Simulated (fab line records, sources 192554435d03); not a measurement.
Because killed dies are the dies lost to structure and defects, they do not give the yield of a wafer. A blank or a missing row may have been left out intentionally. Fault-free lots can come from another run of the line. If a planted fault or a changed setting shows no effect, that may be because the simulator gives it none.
A lot that was struck, set against a sound lot | flow n5 finfet | 36 out of 1938 route steps
Sound: the wafers L160.3, L160.4, L160.5. Struck: wafer L169.4 (left out: L169.3, L169.6 of the same lot, which were not struck); the cause appears at the end.
For every step that has rows: the tool of each side, followed by ch and its chambers, followed by its first start. Under that, the readings that differ: sound wafers | struck wafers | difference of the means | sigmas: that difference in standard deviations of wafers without a fault.
alike: words and numbers the same on both sides, and readings whose means are apart by under 2 such deviations; not compared: readings that were withheld, readings missing a value for some wafer, numbers with overlapping values and no deviation given by the record, and bounds like >300 which may hide the same value.
Wherever a step has rows on one side only, a row that says differs or no value, or a row with sigmas, the two part there. Numbers that don't overlap but have no deviation are shown without sigmas and don't part them. A reading missing from all wafers of one side parts the sides only when that side holds two or more wafers.

first, 8 steps without rows for these wafers: N5_BEOL_M10_SPUTTER_48 (material Cu, target thk 12 nm, time 2 s); N5_BEOL_M10_ECD_50 (material Cu, target thk 318 nm); N5_BEOL_M10_ANNEAL_51 (time 90 s); N5_BEOL_M10_CMP_52 (polishes, stops on SiCOH lowk, t overpolish 7 s, target thk 140 nm); N5_BEOL_M10_PRE_CLEAN_55 (time 15 s); N5_BEOL_M10_DEP_56 (deposits SiCN from 3MS/NH3, target thk 15 nm, time 26.5 s); N5_BEOL_M11_ILD_DEP_00 (deposits SiCOH lowk from DEMS/porogen, target thk 308.51 nm, time 58 s); N5_BEOL_M11_CURE_71 (cures SiCOH lowk, time 240 s).
N5_BEOL_M11_PECVD_70: deposits SiO2 from TEOS/O2, target thk 20 nm, time 22.7 s.
  sound on pecvd-01 ch 0,1, day 13 16:44; struck on pecvd-01 ch 0, day 16 04:36
  reading                                     | sound        | struck | difference | sigmas
  model.SiO2_of_BEOL_M11_PECVD_70.thk nm (nm) | 20 20.2 20.4 | 30.2   | +10.0      |
  alike: heater power w, rf fwd power W, showerhead plenum p Torr, throttle valve pct
then, 24 steps without rows for these wafers: N5_BEOL_M11_HM_DEP_02 (deposits TiN, target thk 20 nm); N5_BEOL_M11_COAT_59 (time 60 s, resist thk 100 nm); N5_BEOL_M11_COAT_60 (time 60 s, resist thk 30 nm); N5_BEOL_M11_COAT_05 (resist thk 90 nm); N5_BEOL_M11_EBR_07; N5_BEOL_M11_SOFTBAKE_06 (time 60 s); N5_BEOL_M11_EXPOSE_08 (exposes mask M11); N5_BEOL_M11_PEB_09 (peb time 60 s); N5_BEOL_M11_DEVELOP_10 (develop time 30 s); N5_BEOL_M11_DESCUM_16 (chemistry O2, time 7.9 s); N5_BEOL_M11_ETCH_61 (etches SiARC in CF4, target depth 39 nm, time 65 s); N5_BEOL_M11_ETCH_62 (etches SOC in N2/H2, target depth 110 nm, overetch 22 nm, time 165 s); N5_BEOL_M11_STRIP_68 (strips in N2/H2); N5_BEOL_M11_STRIP_67 (strips in CF4); N5_BEOL_M11_HM_OPEN_17 (chemistry Cl2/BCl3, target TiN, target depth 20 nm, overetch 6 nm); N5_BEOL_M11_STRIP_19 (strips in O2); N5_BEOL_M11_COAT_63 (time 60 s, resist thk 100 nm); N5_BEOL_M11_COAT_64 (time 60 s, resist thk 30 nm); N5_BEOL_M11_COAT_22 (resist thk 90 nm); N5_BEOL_M11_EBR_24; N5_BEOL_M11_SOFTBAKE_23 (time 60 s); N5_BEOL_M11_EXPOSE_25 (exposes mask V10); N5_BEOL_M11_PEB_26 (peb time 60 s); N5_BEOL_M11_DEVELOP_27 (develop time 30 s).
N5_BEOL_M11_HM_STRIP_39: strips TiN in peroxide tin strip, target depth 25 nm, time 158 s.
  sound on wet bench-05 ch 4,6,7, day 13 22:20; struck on wet bench-05 ch 4, day 16 08:31
  reading                                     | sound          | struck | difference | sigmas
  model.SiO2_of_BEOL_M11_PECVD_70.thk nm (nm) | 19.8 20.2 20.2 | 30.2   | +10.1      |
N5_BEOL_M11_CMP_52: polishes, stops on SiCOH lowk, t overpolish 7 s, target thk 140 nm.
  sound on cmp-04 ch 1,2,3, day 14 00:34; struck on cmp-01 ch 0, day 16 10:21
  reading                      | sound             | struck | difference | sigmas
  barrier field endpoint s (s) | 29.1 27.9 28.5    | 40.8   | +12.3      | +13
  motor current A (A)          | 6.1 4.8 6.5       | 7.2    | +1.4       | +2
  overpolish run s (s)         | 6.977 7.025 7.013 | 6.146  | -0.859     | -89
  alike: slurry filter dp kPa
N5_PASSIVATION_PROBE_49:
  rows exist in the record for the struck wafers here (prober-01, day 18 07:49), but not for the sound ones

WHERE THEY PART
First at N5_BEOL_M11_CMP_52; last, within this record, at N5_PASSIVATION_PROBE_49.

WHY: what the simulator had put in
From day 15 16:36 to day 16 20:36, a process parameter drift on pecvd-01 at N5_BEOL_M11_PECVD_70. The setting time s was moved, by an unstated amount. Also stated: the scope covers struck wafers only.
